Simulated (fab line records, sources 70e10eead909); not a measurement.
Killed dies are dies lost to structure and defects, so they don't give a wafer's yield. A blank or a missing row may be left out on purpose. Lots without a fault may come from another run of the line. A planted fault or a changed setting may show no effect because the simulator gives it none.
Which tool did it? | flow nand_harc | 6 lots, 18 wafers sampled, at 3 steps of a route of 1302

WHAT THE GAUGES READ, wafer by wafer
NHARC_A_CHANNEL_HOLE_D2_CD_MEAS_31.
lot  | measured     | on        | cd_nm (nm)
L199 | day 16 06:30 | cd_sem-03 | 91.7 87.6 90.0
L202 | day 17 15:50 | cd_sem-01 | 89.5 89.5 89.5
L205 | day 18 14:31 | cd_sem-02 | 91.3 93.2 91.1
L213 | day 21 19:11 | cd_sem-01 | 91.6 93.9 90.0
L214 | day 22 13:40 | cd_sem-01 | 92.0 91.8 91.4
L216 | day 23 00:29 | cd_sem-03 | 88.9 89.9 90.7

WHICH TOOL RAN EACH LOT (tool, then ch and the chambers of the sampled wafers, then the start)
lot  | NHARC_A_CHANNEL_HOLE_D2_ETCH_34               | NHARC_A_CHANNEL_HOLE_D2_ETCH_23
L199 | rie_diel-07 ch 0,2,3, day 16 02:33 or earlier | har_etch-01 ch 0,1, day 16 02:33
L202 | rie_diel-07 ch 0,1,2, day 17 11:35 or earlier | har_etch-02 ch 0,1, day 17 11:35
L205 | rie_diel-06 ch 1,3, day 18 10:47 or earlier   | har_etch-02 ch 0,1, day 18 10:47
L213 | rie_diel-01 ch 0,2,3, day 21 15:14 or earlier | har_etch-02 ch 0,1, day 21 15:14
L214 | rie_diel-01 ch 2,3, day 22 09:35 or earlier   | har_etch-02 ch 0,1, day 22 09:35
L216 | rie_diel-01 ch 0,2,3, day 22 20:31 or earlier | har_etch-01 ch 0,1, day 22 20:31
- NHARC_A_CHANNEL_HOLE_D2_ETCH_34: etches the open film in CF4/CHF3, target depth 154 nm, time 77 s.
- NHARC_A_CHANNEL_HOLE_D2_ETCH_23: etches the open film in C4F8/O2/Ar, time 819 s, target depth 1600 nm.

THE ANSWER, worked out from the rows above alone
Rule: what is usual is taken from the lots themselves. Put in order of their means at a reading, lots are off if they are a third of the lots or fewer, leave a main group of 4 or more, and stand apart from it by a gap of 3 or more times the standard deviation of the main group's means; of several such gaps the widest counts. A main group whose means are all the same, to the digits that the tables above print for the reading, isn't used. A lot without any number at a reading at which 4 lots or more have one is off too. The other lots that the step has rows for count as sound.
No lot is off at any reading shown: from this, nothing can be told.

WHAT THE SIMULATOR HAD PUT IN
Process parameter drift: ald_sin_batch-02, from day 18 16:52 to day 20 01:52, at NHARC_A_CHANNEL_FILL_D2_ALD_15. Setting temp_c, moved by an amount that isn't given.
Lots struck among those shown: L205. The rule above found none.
